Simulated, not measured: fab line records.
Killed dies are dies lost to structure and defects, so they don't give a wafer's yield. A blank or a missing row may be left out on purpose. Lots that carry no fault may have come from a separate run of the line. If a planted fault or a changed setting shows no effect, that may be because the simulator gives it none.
A struck lot beside a sound one -- flow n5 finfet -- 13 steps out of a route of 1938
Sound: wafers L318.3, L318.4, L318.6. The struck wafers were L317.1, L317.2, L317.6. The cause comes at the end.
For every step that has rows: the tool of each side, followed by ch and its chambers, followed by its first start. Under that, the readings that differ: sound wafers -- struck wafers -- difference of the means -- sigmas: that difference in standard deviations of wafers without a fault.
alike: a reading whose means differ by less than 2 such deviations, as well as words and numbers matching on both sides. not compared: withheld readings; readings where some wafer has no value; bounds like >300 that might hide an equal value; numbers whose values overlap and for which the record gives no deviation.
Wherever a step has rows on one side only, a row that says differs or no value, or a row with sigmas, the two part there. Non-overlapping numbers with no deviation appear without sigmas and do not part them. A reading that every wafer of one side lacks parts them only if that side has two wafers or more.

first, 3 steps without rows for these wafers: N5_BEOL_M6_EXPOSE_25 (exposes mask V5, target cd 40 nm); N5_BEOL_M6_PEB_26 (peb time 60 s); N5_BEOL_M6_DEVELOP_27 (develop time 30 s).
N5_BEOL_M6_CD_MEAS_28 targets a cd of 40 nm.
  sound on cd sem-02 ch 0, day 13 23:16; struck on cd sem-02 ch 0, day 14 01:53
  alike: cd nm
N5_BEOL_M6_OVL_MEAS_29:
  sound on overlay-01 ch 0, day 13 23:19; struck on overlay-02 ch 0, day 14 01:55
  alike: V5_OVL
N5_BEOL_M6_DESCUM_33: chemistry O2, time 7 s.
  sound on rie diel-06 ch 0,1, day 13 23:54; struck on rie diel-05 ch 0,1,3, day 14 02:18
  alike: drypump motor current A, oes product au, rf vpp V, showerhead plenum p Torr, throttle valve pct
  not compared: rf hours counter h
N5_BEOL_M6_ETCH_72: etches underlayer in N2/H2, target depth 6.5 nm, time 5.2 s.
  sound on rie diel-06 ch 0,1, day 13 23:56; struck on rie diel-05 ch 0,1,3, day 14 02:20
  alike: drypump motor current A, etch rf on time s, h2 flow sccm, oes product au, rf vpp V, showerhead plenum p Torr, throttle valve pct
  not compared: rf hours counter h
N5_BEOL_M6_ETCH_65: etches SiARC in CF4, target depth 15.6 nm, time 26 s.
  sound on rie diel-06 ch 0,1, day 13 23:57; struck on rie diel-05 ch 0,1,3, day 14 02:21
  alike: drypump motor current A, etch rf on time s, oes product au, rf vpp V, showerhead plenum p Torr, throttle valve pct
  not compared: rf hours counter h
N5_BEOL_M6_ETCH_66: etches SOC in N2/H2, target depth 80 nm, overetch 16 nm, time 120 s.
  sound on rie diel-06 ch 0,1, day 13 23:59; struck on rie diel-05 ch 0,1,3, day 14 02:23
  alike: drypump motor current A, h2 flow sccm, oes product au, rf vpp V, showerhead plenum p Torr, throttle valve pct
  not compared: rf hours counter h
then, 2 steps without rows for these wafers: N5_BEOL_M6_STRIP_69 (strips in N2/H2); N5_BEOL_M6_STRIP_73 (strips in N2/H2).
N5_BEOL_M6_VIA_ETCH_34: etches SiCOH lowk in C4F6/O2, target depth 126.3 nm, time 50.9 s.
  sound on rie diel-06 ch 0,1, day 14 00:05; struck on rie diel-05 ch 0,1,3, day 14 02:29
reading,sound,struck,difference,sigmas
oes product au (a.u.),0.69 0.70 0.80,0.51 0.56 0.69,-0.14,-2
model.etch.depth nm (nm),125 125.2 132.6,69.22 66.05 69.37,-59.39,
model.SOC_of_BEOL_M6_COAT_63.thk nm (nm),54 54 53.6,56.4 56.6 56.6,+2.7,
  alike: drypump motor current A, rf vpp V, showerhead plenum p Torr, throttle valve pct
  not compared: rf hours counter h
then, 1 step without rows for these wafers: N5_BEOL_M6_STRIP_76 (strips in C4F6/O2).

WHERE THEY PART
N5_BEOL_M6_VIA_ETCH_34 only, going by this record.

WHY: what the simulator had put in
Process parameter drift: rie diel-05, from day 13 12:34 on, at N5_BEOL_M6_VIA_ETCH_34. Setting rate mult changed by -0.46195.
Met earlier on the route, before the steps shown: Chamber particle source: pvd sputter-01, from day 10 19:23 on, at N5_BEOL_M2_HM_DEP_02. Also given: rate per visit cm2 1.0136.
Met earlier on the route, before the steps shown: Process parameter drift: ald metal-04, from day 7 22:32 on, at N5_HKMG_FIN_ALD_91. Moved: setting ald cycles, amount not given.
